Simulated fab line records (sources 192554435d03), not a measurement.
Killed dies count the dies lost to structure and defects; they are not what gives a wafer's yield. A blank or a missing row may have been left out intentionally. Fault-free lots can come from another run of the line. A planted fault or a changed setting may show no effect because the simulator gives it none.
fab line records / flow n5_finfet
[record] lots = 7 wafers = 39
route steps=1938 shown DUMMY_GATE@243 SD_EPI_N@288 HKMG_FIN@395 GATE_CUT@466 MOL_CONTACT_COAG@538 BEOL_M4@1111
start_h: hours from the record's opening day to when the first of the lot's shown wafers began / wait_h: hours elapsed since this lot's preceding step / " repeats the value in the row above / L1.1+2: one row covering several wafers at once / - either no value or no given start / * or withheld: withheld / < > ~ a bound
route shown NAME@n: NAME is a module with steps in the file, n the number in the route of the first one / usual: mean/standard deviation of fault-free wafers / same: alike in all rows / chamber/n: place in a boat / sites: per-site readings / _std_site: standard deviation of those values / _edge_site: the outer-site mean with the inner-site mean subtracted / radius_mm: for every site, how far away it sits from the centre of the wafer / mask NAME#n: copy n / behind: the tool/chamber that last shaped the wafer / hold: the reason the lot was held/the length of the hold in hours/how it ended / device: whichever transistor did not switch (one of n, p or np) / end of line: tests of these same wafers at the route's end / a step without rows: its recipe alone / killed: not the wafer's yield, but the dies lost to structure and defects at the first sort / map: dies across one wafer; x = killed, . = not, _ = none there
set.NAME: the setting that was run; set.NAME@STEP: the one run at that earlier step / model.NAME: the simulator's own value behind a step, which no gauge read
one table per step and one row per wafer, for lots whose settings were changed on purpose
[[steps]]
[step N5_DUMMY_GATE_ETCH_31]
[recipe] chemistry = C4F6/O2 target = SiO2 mask_material = SOC target_depth_a = 825 time_s = 27.5 ion_energy_ev = 250 pressure_mtorr = 30 source_w = 345 bias_w = 185 Ar_flow_sccm = 300 C4F6_flow_sccm = 10 O2_flow_sccm = 10
[step N5_DUMMY_GATE_ETCH_42]
[recipe] chemistry = CHF3/O2 target = SiO2 target_depth_a = 35 time_s = 31 ion_energy_ev = 30 bias_w = 12 pressure_mtorr = 30 source_w = 600 Ar_flow_sccm = 200 CHF3_flow_sccm = 50 O2_flow_sccm = 5
[step N5_SD_EPI_N_EPI_21]
[recipe] material = Si:P dopant = P temp_c = 680 pressure_torr = 255 time_s = 690
[step N5_HKMG_FIN_EXPOSE_46]
[recipe] mask_id = NDIPOLE na = 1.35 source_shape = conventional sigma_outer = 0.8 polarization = unpolarized dose_mj = 40
[step N5_HKMG_FIN_ETCH_54]
[recipe] chemistry = CF4 target = SiARC target_depth_a = 455 mask_material = CAR-ArF time_s = 75.8 ion_energy_ev = 80 pressure_mtorr = 40 source_w = 545 bias_w = 36 Ar_flow_sccm = 100 cf4_flow_sccm = 100 ends = cleared
[step N5_HKMG_FIN_CVD_62]
[recipe] material = a-Si target_thk_a = 30 temp_c = 500 precursor = Si2H6 pressure_torr = 1 time_s = 20.8
[step N5_HKMG_FIN_ETCH_35]
[recipe] chemistry = N2/H2 target = SOC target_depth_a = 2158 ion_energy_ev = 65 bias_w = 5 source_w = 3000 time_s = 243.4 pressure_mtorr = 30 n2_flow_sccm = 200 h2_flow_sccm = 200
[step N5_GATE_CUT_ETCH_56]
[recipe] chemistry = Cl2/Ar target = TiN target_depth_a = 216 pressure_mtorr = 10 icp_w = 600 bias_w = 60 Cl2_flow_sccm = 40 Ar_flow_sccm = 60
[step N5_MOL_CONTACT_COAG_ETCH_110]
[recipe] chemistry = CF4/O2 target = Si target_depth_a = 25 time_s = 8 pressure_mtorr = 100 source_w = 200 bias_w = 12 ion_energy_ev = 60 Ar_flow_sccm = 100 cf4_flow_sccm = 100 O2_flow_sccm = 10
[step N5_BEOL_M4_RC_MEAS_101]
[usual] REXT_N = 75.8/1.6 RS_SD_N = 28.4/0.37
lot.wafer=L077.1 tool=prober-02 chamber=0 start_h=187.30 wait_h=0.0 set.target_depth_a@DUMMY_GATE_ETCH_31=825 set.bias_w@DUMMY_GATE_ETCH_42=13.25 set.time_s@SD_EPI_N_EPI_21=827.4 set.dose_mj@HKMG_FIN_EXPOSE_46=37.42 set.bias_w@HKMG_FIN_ETCH_54=36 set.target_thk_a@HKMG_FIN_CVD_62=30 set.time_s@HKMG_FIN_ETCH_35=243.4 set.target_depth_a@GATE_CUT_ETCH_56=216 set.bias_w@MOL_CONTACT_COAG_ETCH_110=12 REXT_N[ohm.um]=73.3 RS_SD_N[ohm/sq]=25.6
lot.wafer=L077.2 tool=prober-02 chamber=0 start_h=187.30 wait_h=0.0 set.target_depth_a@DUMMY_GATE_ETCH_31=825 set.bias_w@DUMMY_GATE_ETCH_42=12 set.time_s@SD_EPI_N_EPI_21=690 set.dose_mj@HKMG_FIN_EXPOSE_46=40 set.bias_w@HKMG_FIN_ETCH_54=36 set.target_thk_a@HKMG_FIN_CVD_62=30 set.time_s@HKMG_FIN_ETCH_35=243.4 set.target_depth_a@GATE_CUT_ETCH_56=216 set.bias_w@MOL_CONTACT_COAG_ETCH_110=12.71 REXT_N[ohm.um]=75.9 RS_SD_N[ohm/sq]=28.8
lot.wafer=L077.3 tool=prober-02 chamber=0 start_h=187.30 wait_h=0.0 set.target_depth_a@DUMMY_GATE_ETCH_31=825 set.bias_w@DUMMY_GATE_ETCH_42=13.25 set.time_s@SD_EPI_N_EPI_21=827.4 set.dose_mj@HKMG_FIN_EXPOSE_46=40 set.bias_w@HKMG_FIN_ETCH_54=34.04 set.target_thk_a@HKMG_FIN_CVD_62=31.57 set.time_s@HKMG_FIN_ETCH_35=243.4 set.target_depth_a@GATE_CUT_ETCH_56=216 set.bias_w@MOL_CONTACT_COAG_ETCH_110=12 REXT_N[ohm.um]=75.3 RS_SD_N[ohm/sq]=25.1
lot.wafer=L077.4 tool=prober-02 chamber=0 start_h=187.30 wait_h=0.0 set.target_depth_a@DUMMY_GATE_ETCH_31=825 set.bias_w@DUMMY_GATE_ETCH_42=12 set.time_s@SD_EPI_N_EPI_21=690 set.dose_mj@HKMG_FIN_EXPOSE_46=40 set.bias_w@HKMG_FIN_ETCH_54=34.04 set.target_thk_a@HKMG_FIN_CVD_62=30 set.time_s@HKMG_FIN_ETCH_35=264.5 set.target_depth_a@GATE_CUT_ETCH_56=216 set.bias_w@MOL_CONTACT_COAG_ETCH_110=12.71 REXT_N[ohm.um]=77.0 RS_SD_N[ohm/sq]=28.7
lot.wafer=L077.5 tool=prober-02 chamber=0 start_h=187.30 wait_h=0.0 set.target_depth_a@DUMMY_GATE_ETCH_31=825 set.bias_w@DUMMY_GATE_ETCH_42=12 set.time_s@SD_EPI_N_EPI_21=827.4 set.dose_mj@HKMG_FIN_EXPOSE_46=37.42 set.bias_w@HKMG_FIN_ETCH_54=34.04 set.target_thk_a@HKMG_FIN_CVD_62=31.57 set.time_s@HKMG_FIN_ETCH_35=264.5 set.target_depth_a@GATE_CUT_ETCH_56=216 set.bias_w@MOL_CONTACT_COAG_ETCH_110=12.71 REXT_N[ohm.um]=73.3 RS_SD_N[ohm/sq]=25.6
lot.wafer=L077.6 tool=prober-02 chamber=0 start_h=187.30 wait_h=0.0 set.target_depth_a@DUMMY_GATE_ETCH_31=825 set.bias_w@DUMMY_GATE_ETCH_42=13.25 set.time_s@SD_EPI_N_EPI_21=690 set.dose_mj@HKMG_FIN_EXPOSE_46=37.42 set.bias_w@HKMG_FIN_ETCH_54=36 set.target_thk_a@HKMG_FIN_CVD_62=31.57 set.time_s@HKMG_FIN_ETCH_35=264.5 set.target_depth_a@GATE_CUT_ETCH_56=216 set.bias_w@MOL_CONTACT_COAG_ETCH_110=12 REXT_N[ohm.um]=75.4 RS_SD_N[ohm/sq]=28.4
lot.wafer=L078.1 tool=prober-01 chamber=0 start_h=193.51 wait_h=0.0 set.target_depth_a@DUMMY_GATE_ETCH_31=745.7 set.bias_w@DUMMY_GATE_ETCH_42=10.3 set.time_s@SD_EPI_N_EPI_21=690 set.dose_mj@HKMG_FIN_EXPOSE_46=40.94 set.bias_w@HKMG_FIN_ETCH_54=33.27 set.target_thk_a@HKMG_FIN_CVD_62=30 set.time_s@HKMG_FIN_ETCH_35=243.4 set.target_depth_a@GATE_CUT_ETCH_56=216 set.bias_w@MOL_CONTACT_COAG_ETCH_110=12 REXT_N[ohm.um]=74.9 RS_SD_N[ohm/sq]=28.1
lot.wafer=L078.2 tool=prober-01 chamber=0 start_h=193.51 wait_h=0.0 set.target_depth_a@DUMMY_GATE_ETCH_31=825 set.bias_w@DUMMY_GATE_ETCH_42=12 set.time_s@SD_EPI_N_EPI_21=792.9 set.dose_mj@HKMG_FIN_EXPOSE_46=40.94 set.bias_w@HKMG_FIN_ETCH_54=33.27 set.target_thk_a@HKMG_FIN_CVD_62=33.5 set.time_s@HKMG_FIN_ETCH_35=243.4 set.target_depth_a@GATE_CUT_ETCH_56=216 set.bias_w@MOL_CONTACT_COAG_ETCH_110=12 REXT_N[ohm.um]=73.3 RS_SD_N[ohm/sq]=25.4
lot.wafer=L078.3 tool=prober-01 chamber=0 start_h=193.51 wait_h=0.0 set.target_depth_a@DUMMY_GATE_ETCH_31=825 set.bias_w@DUMMY_GATE_ETCH_42=10.3 set.time_s@SD_EPI_N_EPI_21=792.9 set.dose_mj@HKMG_FIN_EXPOSE_46=40 set.bias_w@HKMG_FIN_ETCH_54=33.27 set.target_thk_a@HKMG_FIN_CVD_62=30 set.time_s@HKMG_FIN_ETCH_35=243.4 set.target_depth_a@GATE_CUT_ETCH_56=216 set.bias_w@MOL_CONTACT_COAG_ETCH_110=12 REXT_N[ohm.um]=73.6 RS_SD_N[ohm/sq]=25.5
lot.wafer=L078.4 tool=prober-01 chamber=0 start_h=193.51 wait_h=0.0 set.target_depth_a@DUMMY_GATE_ETCH_31=825 set.bias_w@DUMMY_GATE_ETCH_42=12 set.time_s@SD_EPI_N_EPI_21=690 set.dose_mj@HKMG_FIN_EXPOSE_46=40 set.bias_w@HKMG_FIN_ETCH_54=36 set.target_thk_a@HKMG_FIN_CVD_62=30 set.time_s@HKMG_FIN_ETCH_35=243.4 set.target_depth_a@GATE_CUT_ETCH_56=216 set.bias_w@MOL_CONTACT_COAG_ETCH_110=12 REXT_N[ohm.um]=75.3 RS_SD_N[ohm/sq]=28.1
lot.wafer=L078.5 tool=prober-01 chamber=0 start_h=193.51 wait_h=0.0 set.target_depth_a@DUMMY_GATE_ETCH_31=745.7 set.bias_w@DUMMY_GATE_ETCH_42=10.3 set.time_s@SD_EPI_N_EPI_21=792.9 set.dose_mj@HKMG_FIN_EXPOSE_46=40.94 set.bias_w@HKMG_FIN_ETCH_54=36 set.target_thk_a@HKMG_FIN_CVD_62=33.5 set.time_s@HKMG_FIN_ETCH_35=243.4 set.target_depth_a@GATE_CUT_ETCH_56=216 set.bias_w@MOL_CONTACT_COAG_ETCH_110=12 REXT_N[ohm.um]=73.8 RS_SD_N[ohm/sq]=25.3
lot.wafer=L078.6 tool=prober-01 chamber=0 start_h=193.51 wait_h=0.0 set.target_depth_a@DUMMY_GATE_ETCH_31=745.7 set.bias_w@DUMMY_GATE_ETCH_42=12 set.time_s@SD_EPI_N_EPI_21=690 set.dose_mj@HKMG_FIN_EXPOSE_46=40 set.bias_w@HKMG_FIN_ETCH_54=36 set.target_thk_a@HKMG_FIN_CVD_62=33.5 set.time_s@HKMG_FIN_ETCH_35=243.4 set.target_depth_a@GATE_CUT_ETCH_56=216 set.bias_w@MOL_CONTACT_COAG_ETCH_110=12 REXT_N[ohm.um]=76.1 RS_SD_N[ohm/sq]=28.3
lot.wafer=L084.1 tool=prober-02 chamber=0 start_h=216.59 wait_h=0.0 set.target_depth_a@DUMMY_GATE_ETCH_31=825 set.bias_w@DUMMY_GATE_ETCH_42=9.901 set.time_s@SD_EPI_N_EPI_21=690 set.dose_mj@HKMG_FIN_EXPOSE_46=42.17 set.bias_w@HKMG_FIN_ETCH_54=40.35 set.target_thk_a@HKMG_FIN_CVD_62=30 set.time_s@HKMG_FIN_ETCH_35=243.4 set.target_depth_a@GATE_CUT_ETCH_56=225.2 set.bias_w@MOL_CONTACT_COAG_ETCH_110=10.57 REXT_N[ohm.um]=74.2 RS_SD_N[ohm/sq]=28.3
lot.wafer=L084.2 tool=prober-02 chamber=0 start_h=216.59 wait_h=0.0 set.target_depth_a@DUMMY_GATE_ETCH_31=825 set.bias_w@DUMMY_GATE_ETCH_42=12 set.time_s@SD_EPI_N_EPI_21=690 set.dose_mj@HKMG_FIN_EXPOSE_46=42.17 set.bias_w@HKMG_FIN_ETCH_54=36 set.target_thk_a@HKMG_FIN_CVD_62=31.86 set.time_s@HKMG_FIN_ETCH_35=243.4 set.target_depth_a@GATE_CUT_ETCH_56=225.2 set.bias_w@MOL_CONTACT_COAG_ETCH_110=10.57 REXT_N[ohm.um]=74.5 RS_SD_N[ohm/sq]=28.3
lot.wafer=L084.3 tool=prober-02 chamber=0 start_h=216.59 wait_h=0.0 set.target_depth_a@DUMMY_GATE_ETCH_31=825 set.bias_w@DUMMY_GATE_ETCH_42=9.901 set.time_s@SD_EPI_N_EPI_21=690 set.dose_mj@HKMG_FIN_EXPOSE_46=42.17 set.bias_w@HKMG_FIN_ETCH_54=36 set.target_thk_a@HKMG_FIN_CVD_62=30 set.time_s@HKMG_FIN_ETCH_35=243.4 set.target_depth_a@GATE_CUT_ETCH_56=216 set.bias_w@MOL_CONTACT_COAG_ETCH_110=12 REXT_N[ohm.um]=74.0 RS_SD_N[ohm/sq]=28.4
lot.wafer=L084.4 tool=prober-02 chamber=0 start_h=216.59 wait_h=0.0 set.target_depth_a@DUMMY_GATE_ETCH_31=825 set.bias_w@DUMMY_GATE_ETCH_42=12 set.time_s@SD_EPI_N_EPI_21=690 set.dose_mj@HKMG_FIN_EXPOSE_46=40 set.bias_w@HKMG_FIN_ETCH_54=40.35 set.target_thk_a@HKMG_FIN_CVD_62=30 set.time_s@HKMG_FIN_ETCH_35=243.4 set.target_depth_a@GATE_CUT_ETCH_56=216 set.bias_w@MOL_CONTACT_COAG_ETCH_110=12 REXT_N[ohm.um]=74.6 RS_SD_N[ohm/sq]=28.6
lot.wafer=L084.5 tool=prober-02 chamber=0 start_h=216.59 wait_h=0.0 set.target_depth_a@DUMMY_GATE_ETCH_31=825 set.bias_w@DUMMY_GATE_ETCH_42=12 set.time_s@SD_EPI_N_EPI_21=690 set.dose_mj@HKMG_FIN_EXPOSE_46=40 set.bias_w@HKMG_FIN_ETCH_54=36 set.target_thk_a@HKMG_FIN_CVD_62=31.86 set.time_s@HKMG_FIN_ETCH_35=243.4 set.target_depth_a@GATE_CUT_ETCH_56=225.2 set.bias_w@MOL_CONTACT_COAG_ETCH_110=12 REXT_N[ohm.um]=74.5 RS_SD_N[ohm/sq]=28.5
lot.wafer=L084.6 tool=prober-02 chamber=0 start_h=216.59 wait_h=0.0 set.target_depth_a@DUMMY_GATE_ETCH_31=825 set.bias_w@DUMMY_GATE_ETCH_42=9.901 set.time_s@SD_EPI_N_EPI_21=690 set.dose_mj@HKMG_FIN_EXPOSE_46=40 set.bias_w@HKMG_FIN_ETCH_54=40.35 set.target_thk_a@HKMG_FIN_CVD_62=31.86 set.time_s@HKMG_FIN_ETCH_35=243.4 set.target_depth_a@GATE_CUT_ETCH_56=216 set.bias_w@MOL_CONTACT_COAG_ETCH_110=10.57 REXT_N[ohm.um]=75.1 RS_SD_N[ohm/sq]=28.7
lot.wafer=L086.1 tool=prober-02 chamber=0 start_h=242.56 wait_h=0.0 set.target_depth_a@DUMMY_GATE_ETCH_31=897.9 set.bias_w@DUMMY_GATE_ETCH_42=12 set.time_s@SD_EPI_N_EPI_21=690 set.dose_mj@HKMG_FIN_EXPOSE_46=40 set.bias_w@HKMG_FIN_ETCH_54=36 set.target_thk_a@HKMG_FIN_CVD_62=30 set.time_s@HKMG_FIN_ETCH_35=281.6 set.target_depth_a@GATE_CUT_ETCH_56=239.2 set.bias_w@MOL_CONTACT_COAG_ETCH_110=13.52 REXT_N[ohm.um]=75.9 RS_SD_N[ohm/sq]=29.1
lot.wafer=L086.2 tool=prober-02 chamber=0 start_h=242.56 wait_h=0.0 set.target_depth_a@DUMMY_GATE_ETCH_31=897.9 set.bias_w@DUMMY_GATE_ETCH_42=12 set.time_s@SD_EPI_N_EPI_21=615.7 set.dose_mj@HKMG_FIN_EXPOSE_46=41.47 set.bias_w@HKMG_FIN_ETCH_54=36 set.target_thk_a@HKMG_FIN_CVD_62=30 set.time_s@HKMG_FIN_ETCH_35=281.6 set.target_depth_a@GATE_CUT_ETCH_56=216 set.bias_w@MOL_CONTACT_COAG_ETCH_110=13.52 REXT_N[ohm.um]=80.4 RS_SD_N[ohm/sq]=31.5
lot.wafer=L086.3 tool=prober-02 chamber=0 start_h=242.56 wait_h=0.0 set.target_depth_a@DUMMY_GATE_ETCH_31=897.9 set.bias_w@DUMMY_GATE_ETCH_42=12 set.time_s@SD_EPI_N_EPI_21=690 set.dose_mj@HKMG_FIN_EXPOSE_46=40 set.bias_w@HKMG_FIN_ETCH_54=36 set.target_thk_a@HKMG_FIN_CVD_62=30 set.time_s@HKMG_FIN_ETCH_35=243.4 set.target_depth_a@GATE_CUT_ETCH_56=216 set.bias_w@MOL_CONTACT_COAG_ETCH_110=12 REXT_N[ohm.um]=77.3 RS_SD_N[ohm/sq]=29.1
lot.wafer=L086.4 tool=prober-02 chamber=0 start_h=242.56 wait_h=0.0 set.target_depth_a@DUMMY_GATE_ETCH_31=825 set.bias_w@DUMMY_GATE_ETCH_42=12 set.time_s@SD_EPI_N_EPI_21=690 set.dose_mj@HKMG_FIN_EXPOSE_46=41.47 set.bias_w@HKMG_FIN_ETCH_54=36 set.target_thk_a@HKMG_FIN_CVD_62=30 set.time_s@HKMG_FIN_ETCH_35=243.4 set.target_depth_a@GATE_CUT_ETCH_56=239.2 set.bias_w@MOL_CONTACT_COAG_ETCH_110=12 REXT_N[ohm.um]=76.8 RS_SD_N[ohm/sq]=28.9
lot.wafer=L086.5 tool=prober-02 chamber=0 start_h=242.56 wait_h=0.0 set.target_depth_a@DUMMY_GATE_ETCH_31=825 set.bias_w@DUMMY_GATE_ETCH_42=12 set.time_s@SD_EPI_N_EPI_21=615.7 set.dose_mj@HKMG_FIN_EXPOSE_46=41.47 set.bias_w@HKMG_FIN_ETCH_54=36 set.target_thk_a@HKMG_FIN_CVD_62=30 set.time_s@HKMG_FIN_ETCH_35=243.4 set.target_depth_a@GATE_CUT_ETCH_56=216 set.bias_w@MOL_CONTACT_COAG_ETCH_110=13.52 REXT_N[ohm.um]=79.5 RS_SD_N[ohm/sq]=31.0
lot.wafer=L086.6 tool=prober-02 chamber=0 start_h=242.56 wait_h=0.0 set.target_depth_a@DUMMY_GATE_ETCH_31=825 set.bias_w@DUMMY_GATE_ETCH_42=12 set.time_s@SD_EPI_N_EPI_21=615.7 set.dose_mj@HKMG_FIN_EXPOSE_46=40 set.bias_w@HKMG_FIN_ETCH_54=36 set.target_thk_a@HKMG_FIN_CVD_62=30 set.time_s@HKMG_FIN_ETCH_35=281.6 set.target_depth_a@GATE_CUT_ETCH_56=239.2 set.bias_w@MOL_CONTACT_COAG_ETCH_110=12 REXT_N[ohm.um]=80.2 RS_SD_N[ohm/sq]=31.2
lot.wafer=L093.1 tool=prober-01 chamber=0 start_h=286.69 wait_h=0.0 set.target_depth_a@DUMMY_GATE_ETCH_31=825 set.bias_w@DUMMY_GATE_ETCH_42=12 set.time_s@SD_EPI_N_EPI_21=576.5 set.dose_mj@HKMG_FIN_EXPOSE_46=40.83 set.bias_w@HKMG_FIN_ETCH_54=36 set.target_thk_a@HKMG_FIN_CVD_62=33.16 set.time_s@HKMG_FIN_ETCH_35=243.4 set.target_depth_a@GATE_CUT_ETCH_56=204.2 set.bias_w@MOL_CONTACT_COAG_ETCH_110=12 REXT_N[ohm.um]=83.7 RS_SD_N[ohm/sq]=32.3
lot.wafer=L093.2 tool=prober-01 chamber=0 start_h=286.69 wait_h=0.0 set.target_depth_a@DUMMY_GATE_ETCH_31=904.7 set.bias_w@DUMMY_GATE_ETCH_42=12 set.time_s@SD_EPI_N_EPI_21=576.5 set.dose_mj@HKMG_FIN_EXPOSE_46=40 set.bias_w@HKMG_FIN_ETCH_54=39.96 set.target_thk_a@HKMG_FIN_CVD_62=33.16 set.time_s@HKMG_FIN_ETCH_35=265.7 set.target_depth_a@GATE_CUT_ETCH_56=216 set.bias_w@MOL_CONTACT_COAG_ETCH_110=12 REXT_N[ohm.um]=82.3 RS_SD_N[ohm/sq]=32.6
lot.wafer=L093.3 tool=prober-01 chamber=0 start_h=286.69 wait_h=0.0 set.target_depth_a@DUMMY_GATE_ETCH_31=904.7 set.bias_w@DUMMY_GATE_ETCH_42=12 set.time_s@SD_EPI_N_EPI_21=576.5 set.dose_mj@HKMG_FIN_EXPOSE_46=40.83 set.bias_w@HKMG_FIN_ETCH_54=39.96 set.target_thk_a@HKMG_FIN_CVD_62=30 set.time_s@HKMG_FIN_ETCH_35=243.4 set.target_depth_a@GATE_CUT_ETCH_56=216 set.bias_w@MOL_CONTACT_COAG_ETCH_110=12 REXT_N[ohm.um]=84.1 RS_SD_N[ohm/sq]=32.9
lot.wafer=L093.4 tool=prober-01 chamber=0 start_h=286.69 wait_h=0.0 set.target_depth_a@DUMMY_GATE_ETCH_31=825 set.bias_w@DUMMY_GATE_ETCH_42=12 set.time_s@SD_EPI_N_EPI_21=690 set.dose_mj@HKMG_FIN_EXPOSE_46=40 set.bias_w@HKMG_FIN_ETCH_54=36 set.target_thk_a@HKMG_FIN_CVD_62=33.16 set.time_s@HKMG_FIN_ETCH_35=243.4 set.target_depth_a@GATE_CUT_ETCH_56=204.2 set.bias_w@MOL_CONTACT_COAG_ETCH_110=13.38 REXT_N[ohm.um]=78.3 RS_SD_N[ohm/sq]=29.2
lot.wafer=L093.5 tool=prober-01 chamber=0 start_h=286.69 wait_h=0.0 set.target_depth_a@DUMMY_GATE_ETCH_31=904.7 set.bias_w@DUMMY_GATE_ETCH_42=12 set.time_s@SD_EPI_N_EPI_21=690 set.dose_mj@HKMG_FIN_EXPOSE_46=40.83 set.bias_w@HKMG_FIN_ETCH_54=36 set.target_thk_a@HKMG_FIN_CVD_62=30 set.time_s@HKMG_FIN_ETCH_35=265.7 set.target_depth_a@GATE_CUT_ETCH_56=216 set.bias_w@MOL_CONTACT_COAG_ETCH_110=13.38 REXT_N[ohm.um]=79.8 RS_SD_N[ohm/sq]=29.0
lot.wafer=L093.6 tool=prober-01 chamber=0 start_h=286.69 wait_h=0.0 set.target_depth_a@DUMMY_GATE_ETCH_31=825 set.bias_w@DUMMY_GATE_ETCH_42=12 set.time_s@SD_EPI_N_EPI_21=690 set.dose_mj@HKMG_FIN_EXPOSE_46=40 set.bias_w@HKMG_FIN_ETCH_54=39.96 set.target_thk_a@HKMG_FIN_CVD_62=30 set.time_s@HKMG_FIN_ETCH_35=265.7 set.target_depth_a@GATE_CUT_ETCH_56=204.2 set.bias_w@MOL_CONTACT_COAG_ETCH_110=13.38 REXT_N[ohm.um]=77.1 RS_SD_N[ohm/sq]=28.8
lot.wafer=L094.1 tool=prober-02 chamber=0 start_h=286.97 wait_h=0.0 set.target_depth_a@DUMMY_GATE_ETCH_31=825 set.bias_w@DUMMY_GATE_ETCH_42=12 set.time_s@SD_EPI_N_EPI_21=690 set.dose_mj@HKMG_FIN_EXPOSE_46=42.92 set.bias_w@HKMG_FIN_ETCH_54=41.49 set.target_thk_a@HKMG_FIN_CVD_62=30 set.time_s@HKMG_FIN_ETCH_35=208.7 set.target_depth_a@GATE_CUT_ETCH_56=216 set.bias_w@MOL_CONTACT_COAG_ETCH_110=12 REXT_N[ohm.um]=76.3 RS_SD_N[ohm/sq]=28.3
lot.wafer=L094.2 tool=prober-02 chamber=0 start_h=286.97 wait_h=0.0 set.target_depth_a@DUMMY_GATE_ETCH_31=825 set.bias_w@DUMMY_GATE_ETCH_42=12 set.time_s@SD_EPI_N_EPI_21=690 set.dose_mj@HKMG_FIN_EXPOSE_46=40 set.bias_w@HKMG_FIN_ETCH_54=36 set.target_thk_a@HKMG_FIN_CVD_62=30 set.time_s@HKMG_FIN_ETCH_35=243.4 set.target_depth_a@GATE_CUT_ETCH_56=216 set.bias_w@MOL_CONTACT_COAG_ETCH_110=12 REXT_N[ohm.um]=75.5 RS_SD_N[ohm/sq]=28.5
lot.wafer=L094.3 tool=prober-02 chamber=0 start_h=286.97 wait_h=0.0 set.target_depth_a@DUMMY_GATE_ETCH_31=825 set.bias_w@DUMMY_GATE_ETCH_42=9.78 set.time_s@SD_EPI_N_EPI_21=690 set.dose_mj@HKMG_FIN_EXPOSE_46=42.92 set.bias_w@HKMG_FIN_ETCH_54=41.49 set.target_thk_a@HKMG_FIN_CVD_62=27.85 set.time_s@HKMG_FIN_ETCH_35=243.4 set.target_depth_a@GATE_CUT_ETCH_56=229.3 set.bias_w@MOL_CONTACT_COAG_ETCH_110=12 REXT_N[ohm.um]=76.9 RS_SD_N[ohm/sq]=27.9
lot.wafer=L094.4 tool=prober-02 chamber=0 start_h=286.97 wait_h=0.0 set.target_depth_a@DUMMY_GATE_ETCH_31=742.9 set.bias_w@DUMMY_GATE_ETCH_42=9.78 set.time_s@SD_EPI_N_EPI_21=690 set.dose_mj@HKMG_FIN_EXPOSE_46=40 set.bias_w@HKMG_FIN_ETCH_54=41.49 set.target_thk_a@HKMG_FIN_CVD_62=30 set.time_s@HKMG_FIN_ETCH_35=208.7 set.target_depth_a@GATE_CUT_ETCH_56=229.3 set.bias_w@MOL_CONTACT_COAG_ETCH_110=10.8 REXT_N[ohm.um]=74.6 RS_SD_N[ohm/sq]=28.2
lot.wafer=L094.5 tool=prober-02 chamber=0 start_h=286.97 wait_h=0.0 set.target_depth_a@DUMMY_GATE_ETCH_31=742.9 set.bias_w@DUMMY_GATE_ETCH_42=12 set.time_s@SD_EPI_N_EPI_21=690 set.dose_mj@HKMG_FIN_EXPOSE_46=40 set.bias_w@HKMG_FIN_ETCH_54=36 set.target_thk_a@HKMG_FIN_CVD_62=27.85 set.time_s@HKMG_FIN_ETCH_35=243.4 set.target_depth_a@GATE_CUT_ETCH_56=216 set.bias_w@MOL_CONTACT_COAG_ETCH_110=10.8 REXT_N[ohm.um]=75.4 RS_SD_N[ohm/sq]=28.4
lot.wafer=L094.6 tool=prober-02 chamber=0 start_h=286.97 wait_h=0.0 set.target_depth_a@DUMMY_GATE_ETCH_31=742.9 set.bias_w@DUMMY_GATE_ETCH_42=9.78 set.time_s@SD_EPI_N_EPI_21=690 set.dose_mj@HKMG_FIN_EXPOSE_46=42.92 set.bias_w@HKMG_FIN_ETCH_54=36 set.target_thk_a@HKMG_FIN_CVD_62=27.85 set.time_s@HKMG_FIN_ETCH_35=208.7 set.target_depth_a@GATE_CUT_ETCH_56=229.3 set.bias_w@MOL_CONTACT_COAG_ETCH_110=10.8 REXT_N[ohm.um]=76.4 RS_SD_N[ohm/sq]=27.8
lot.wafer=L095.3 tool=prober-01 chamber=0 start_h=290.57 wait_h=0.3 set.target_depth_a@DUMMY_GATE_ETCH_31=825 set.bias_w@DUMMY_GATE_ETCH_42=12 set.time_s@SD_EPI_N_EPI_21=690 set.dose_mj@HKMG_FIN_EXPOSE_46=40 set.bias_w@HKMG_FIN_ETCH_54=36 set.target_thk_a@HKMG_FIN_CVD_62=30 set.time_s@HKMG_FIN_ETCH_35=243.4 set.target_depth_a@GATE_CUT_ETCH_56=216 set.bias_w@MOL_CONTACT_COAG_ETCH_110=12 REXT_N[ohm.um]=74.0 RS_SD_N[ohm/sq]=28.7
lot.wafer=L095.4 tool=prober-01 chamber=0 start_h=290.57 wait_h=0.3 set.target_depth_a@DUMMY_GATE_ETCH_31=825 set.bias_w@DUMMY_GATE_ETCH_42=12 set.time_s@SD_EPI_N_EPI_21=690 set.dose_mj@HKMG_FIN_EXPOSE_46=40 set.bias_w@HKMG_FIN_ETCH_54=36 set.target_thk_a@HKMG_FIN_CVD_62=30 set.time_s@HKMG_FIN_ETCH_35=243.4 set.target_depth_a@GATE_CUT_ETCH_56=216 set.bias_w@MOL_CONTACT_COAG_ETCH_110=12 REXT_N[ohm.um]=74.3 RS_SD_N[ohm/sq]=28.7
lot.wafer=L095.6 tool=prober-01 chamber=0 start_h=290.57 wait_h=0.3 set.target_depth_a@DUMMY_GATE_ETCH_31=825 set.bias_w@DUMMY_GATE_ETCH_42=12 set.time_s@SD_EPI_N_EPI_21=690 set.dose_mj@HKMG_FIN_EXPOSE_46=40 set.bias_w@HKMG_FIN_ETCH_54=36 set.target_thk_a@HKMG_FIN_CVD_62=30 set.time_s@HKMG_FIN_ETCH_35=243.4 set.target_depth_a@GATE_CUT_ETCH_56=216 set.bias_w@MOL_CONTACT_COAG_ETCH_110=12 REXT_N[ohm.um]=74.0 RS_SD_N[ohm/sq]=28.6
[[key]]
[split] step = N5_DUMMY_GATE_ETCH_31 setting = target_depth_a stated_as = 825
response none clear
[split] step = N5_DUMMY_GATE_ETCH_42 setting = bias_w stated_as = 12
response none clear
[split] step = N5_SD_EPI_N_EPI_21 setting = time_s stated_as = 690
[response] step = N5_BEOL_M4_RC_MEAS_101 reading = RS_SD_N slope = -0.191 per = 1% together_with = all explained = 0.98
[response] step = N5_BEOL_M4_RC_MEAS_101 reading = REXT_N slope = -0.175 per = 1% together_with = all explained = 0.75
[split] step = N5_HKMG_FIN_EXPOSE_46 setting = dose_mj stated_as = 40
response none clear
[split] step = N5_HKMG_FIN_ETCH_54 setting = bias_w stated_as = 36
response none clear
[split] step = N5_HKMG_FIN_CVD_62 setting = target_thk_a stated_as = 30
response none clear
[split] step = N5_HKMG_FIN_ETCH_35 setting = time_s stated_as = 243.4
response none clear
[split] step = N5_GATE_CUT_ETCH_56 setting = target_depth_a stated_as = 216
response none clear
[split] step = N5_MOL_CONTACT_COAG_ETCH_110 setting = bias_w stated_as = 12
response none clear
